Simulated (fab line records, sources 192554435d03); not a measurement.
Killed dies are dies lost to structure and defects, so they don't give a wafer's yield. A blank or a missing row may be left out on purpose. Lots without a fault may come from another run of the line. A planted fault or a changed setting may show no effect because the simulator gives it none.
Which tool did it? | flow n5_finfet | 9 lots, 27 wafers sampled, at 5 steps of a route of 1938

WHAT THE GAUGES READ, wafer by wafer
N5_ZERO_LAYER_INSPECT_20: inspects for defects (darkfield).
lot  | measured    | on                | raw_defect_count
L921 | day 2 07:35 | defect_inspect-02 | 25 22 35
L924 | day 3 01:25 | defect_inspect-02 | 28 18 19
L926 | day 3 13:23 | defect_inspect-02 | 29 16 39
L930 | day 4 13:16 | defect_inspect-02 | 31 12 25
L931 | day 4 19:26 | defect_inspect-01 | 11 17 18
L932 | day 5 01:16 | defect_inspect-02 | 47 28 21
L934 | day 5 13:30 | defect_inspect-02 | 33 38 27
L940 | day 7 01:25 | defect_inspect-01 | 75 40 30
L941 | day 7 07:17 | defect_inspect-02 | 21 26 23

N5_BEOL_M4_RC_MEAS_101.
lot  | measured     | on        | DIBL_N (mV/V)  | DIBL_P (mV/V)  | IOFF_N (nA/um)    | IOFF_P (nA/um) | ION_N (uA/um) | ION_P (uA/um) | RS_NWELL (ohm/sq) | SS_N (mV/dec)  | SS_P (mV/dec)  | VT_N (mV)         | VT_P (mV)
L921 | day 8 15:06  | prober-02 | 33.5 35.2 37.1 | 30.8 33.0 34.6 | 0.133 0.156 0.187 | 0.20 0.23 0.26 | 683 686 677   | 480 476 471   | 1037 1034 1033    | 70.9 70.7 72.3 | 72.1 72.6 73.4 | 249.5 249.5 245.7 | -248 -246 -244
L924 | day 9 06:56  | prober-02 | 36.3 36.4 36.9 | 36.8 36.8 38.2 | 0.176 0.164 0.171 | 0.18 0.18 0.22 | 673 676 683   | 447 449 455   | 1031 1030 1035    | 72.0 72.0 72.6 | 73.6 73.6 73.5 | 248.2 250.7 250.2 | -254 -252 -252
L926 | day 9 18:08  | prober-01 | 35.6 36.1 34.8 | 34.9 36.6 35.5 | 0.137 0.155 0.139 | 0.18 0.22 0.20 | 654 670 670   | 451 462 466   | 1041 1041 1031    | 71.5 70.7 70.8 | 72.7 72.8 73.3 | 255.4 249.0 249.9 | -251 -249 -250
L930 | day 10 21:25 | prober-01 | 38.7 37.7 36.6 | 37.3 36.7 34.5 | 0.185 0.170 0.151 | 0.24 0.22 0.19 | 683 676 654   | 466 463 450   | 1033 1040 1041    | 71.8 71.8 71.3 | 73.4 74.3 73.6 | 248.5 249.2 253.6 | -250 -248 -251
L931 | day 11 04:47 | prober-02 | 36.8 35.7 36.5 | 38.0 36.2 37.4 | 0.164 0.139 0.158 | 0.26 0.22 0.25 | 664 675 678   | 462 471 469   | 1032 1029 1040    | 71.3 71.6 70.7 | 73.9 72.9 74.2 | 248.3 252.3 249.6 | -246 -250 -245
L932 | day 11 12:26 | prober-02 | 35.3 33.6 34.6 | 35.3 33.2 35.1 | 0.144 0.117 0.140 | 0.19 0.18 0.19 | 664 641 662   | 458 453 454   | 1036 1040 1046    | 70.8 71.1 71.1 | 73.9 72.3 74.0 | 253.9 256.6 250.2 | -252 -251 -251
L934 | day 11 15:35 | prober-02 | 36.1 35.4 37.2 | 36.2 35.9 38.5 | 0.161 0.151 0.198 | 0.22 0.22 0.26 | 682 681 694   | 473 466 471   | 1022 1028 1028    | 72.0 71.7 71.3 | 72.8 73.7 72.9 | 248.9 250.4 244.0 | -245 -246 -246
L940 | day 15 05:43 | prober-01 | 35.2 34.7 36.7 | 34.8 33.7 36.9 | 0.156 0.139 0.201 | 0.22 0.20 0.26 | 662 670 694   | 460 468 482   | 939 941 929       | 71.1 70.9 71.0 | 73.1 72.1 73.1 | 247.2 251.6 243.3 | -244 -245 -242
L941 | day 14 16:55 | prober-02 | 34.9 40.0 37.2 | 33.0 39.2 35.1 | 0.124 0.210 0.147 | 0.19 0.30 0.23 | 667 684 675   | 465 473 478   | 936 941 937       | 70.6 71.4 70.6 | 72.9 75.1 73.6 | 250.1 246.3 249.8 | -249 -246 -248

WHICH TOOL RAN EACH LOT (tool, then ch and the chambers of the sampled wafers, then the start)
lot  | N5_WELL_APT_IMPLANT_14         | N5_PMOS_HMC_CHANNEL_EPI_HM_DEP_34 | N5_PMOS_HMC_CHANNEL_EPI_HM_OPEN_15
L921 | implanter-01 ch 0, day 2 08:19 | pecvd-02 ch 0,1, day 2 11:47      | rie_diel-02 ch 0,2, day 2 12:22
L924 | implanter-02 ch 0, day 3 02:28 | pecvd-02 ch 1,2, day 3 05:59      | rie_diel-02 ch 0,2, day 3 06:26
L926 | implanter-02 ch 0, day 3 13:56 | pecvd-02 ch 0,1,2, day 3 17:01    | rie_diel-05 ch 1,2,3, day 3 17:58
L930 | implanter-02 ch 0, day 4 14:09 | pecvd-03 ch 0,1,2, day 4 16:59    | rie_diel-04 ch 1,2,3, day 4 17:32
L931 | implanter-01 ch 0, day 4 19:56 | pecvd-02 ch 0,1,2, day 4 22:50    | rie_diel-05 ch 0,3, day 4 23:27
L932 | implanter-02 ch 0, day 5 01:46 | pecvd-01 ch 0,2, day 5 04:40      | rie_diel-02 ch 2,3, day 5 05:14
L934 | implanter-02 ch 0, day 5 13:59 | pecvd-01 ch 0,2, day 5 17:00      | rie_diel-04 ch 0,1,2, day 5 17:34
L940 | implanter-02 ch 0, day 7 01:54 | pecvd-02 ch 0,2, day 7 05:05      | rie_diel-05 ch 0,1,3, day 7 05:40
L941 | implanter-02 ch 0, day 7 07:47 | pecvd-01 ch 0,1,2, day 7 10:41    | rie_diel-02 ch 0,1, day 7 11:35
- N5_WELL_APT_IMPLANT_14
- N5_PMOS_HMC_CHANNEL_EPI_HM_DEP_34: deposits SiO2 from TEOS/O2, target thk 36 nm, time 6.9 s.
- N5_PMOS_HMC_CHANNEL_EPI_HM_OPEN_15: chemistry CHF3/O2, target SiO2, target depth 40.6 nm, time 20.3 s.

WHAT THE TOOLS THEMSELVES READ (means of the sampled wafers that have a number; where no wafer has one, the mark that the record gives instead)
N5_WELL_APT_IMPLANT_14.
lot  | tool         | dose_ions_cm2 | faraday_current_uA | tilt_deg (degrees)
L921 | implanter-01 | 1.5013e+13    | 187                | 0.001
L924 | implanter-02 | 1.4989e+13    | 191                | 0.007
L926 | implanter-02 | 1.4998e+13    | 192                | 0.006
L930 | implanter-02 | 1.4993e+13    | 191                | 0.025
L931 | implanter-01 | 1.5013e+13    | 195                | -0.011
L932 | implanter-02 | 1.4986e+13    | 190                | -0.004
L934 | implanter-02 | 1.4981e+13    | 192                | -0.009
L940 | implanter-02 | 1.8079e+13    | 232                | 0.003
L941 | implanter-02 | 1.8060e+13    | 230                | -0.013

N5_PMOS_HMC_CHANNEL_EPI_HM_DEP_34.
lot  | tool     | heater_power_w (W) | rf_fwd_power_W (W) | showerhead_plenum_p_Torr (Torr) | throttle_valve_pct (%)
L921 | pecvd-02 | 561                | 882                | 8.33                            | 18.6
L924 | pecvd-02 | 503                | 890                | 8.34                            | 17.4
L926 | pecvd-02 | 522                | 882                | 8.34                            | 17.9
L930 | pecvd-03 | 568                | 883                | 8.31                            | 18.0
L931 | pecvd-02 | 558                | 885                | 8.33                            | 18.1
L932 | pecvd-01 | 485                | 884                | 8.34                            | 17.5
L934 | pecvd-01 | 549                | 882                | 8.36                            | 18.4
L940 | pecvd-02 | 513                | 886                | 8.33                            | 17.5
L941 | pecvd-01 | 483                | 884                | 8.35                            | 18.1

N5_PMOS_HMC_CHANNEL_EPI_HM_OPEN_15.
lot  | tool        | drypump_motor_current_A (A) | oes_product_au (a.u.) | rf_fwd_power_W (W) | rf_vpp_V (V) | showerhead_plenum_p_Torr (Torr) | throttle_valve_pct (%)
L921 | rie_diel-02 | 5.6                         | 0.82                  | 646.2              | 530          | 2.48                            | 18.95
L924 | rie_diel-02 | 5.7                         | 0.81                  | 647.2              | 539          | 2.50                            | 18.92
L926 | rie_diel-05 | 5.7                         | 0.80                  | 647.9              | 519          | 2.36                            | 18.94
L930 | rie_diel-04 | 5.1                         | 0.72                  | 646.4              | 535          | 2.46                            | 19.14
L931 | rie_diel-05 | 5.0                         | 0.71                  | 647.4              | 534          | 2.44                            | 19.26
L932 | rie_diel-02 | 5.7                         | 0.71                  | 646.5              | 522          | 2.37                            | 19.13
L934 | rie_diel-04 | 5.1                         | 0.73                  | 645.1              | 538          | 2.50                            | 19.01
L940 | rie_diel-05 | 5.5                         | 0.75                  | 647.3              | 531          | 2.41                            | 19.12
L941 | rie_diel-02 | 5.9                         | 0.85                  | 647.0              | 523          | 2.46                            | 19.17

THE ANSWER, worked out from the rows above alone
Rule: what is usual is taken from the lots themselves. Put in order of their means at a reading, lots are off if they are a third of the lots or fewer, leave a main group of 4 or more, and stand apart from it by a gap of 3 or more times the standard deviation of the main group's means; of several such gaps the widest counts. A main group whose means are all the same, to the digits that the tables above print for the reading, isn't used. A lot without any number at a reading at which 4 lots or more have one is off too. The other lots that the step has rows for count as sound. The gauges are gone through in route order, then the tools' own readings, and for those a lot's mean is taken as printed above. The first step at which some lot is off is used, and at that step the reading that is off furthest; a lot without a number counts as furthest.
Off: L940, L941, at N5_BEOL_M4_RC_MEAS_101 (RS_NWELL). The main group: mean 1035 ohm/sq, standard deviation 4.5.
A tool fits if, at a process step before that reading, it ran every lot that is off, and no sound lot after the first of them. The gauges at N5_BEOL_M4_RC_MEAS_101 aren't tried: what is off there is off at N5_WELL_APT_IMPLANT_14 too, on other tools, and a gauge's error can't cause that. One fits: implanter-02 at N5_WELL_APT_IMPLANT_14. Its last sound lot is L934 (day 5 13:59), its first lot that is off L940 (day 7 01:54): a fault that began between those two fits.
The tool's own readings at N5_WELL_APT_IMPLANT_14 bear it out: on the lots that are off they differ by more than 5 times the standard deviation of the sound lots' means. dose_ions_cm2 reads 1.8070e+13 there against 1.4996e+13 on the sound lots; faraday_current_uA reads 231 there against 191 on the sound lots.

WHAT THE SIMULATOR HAD PUT IN
Process parameter drift: implanter-02, from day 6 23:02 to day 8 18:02, at N5_WELL_APT_IMPLANT_14. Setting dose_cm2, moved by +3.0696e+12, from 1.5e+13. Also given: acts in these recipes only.
Lots struck among those shown: L940, L941. The rule above found the same.
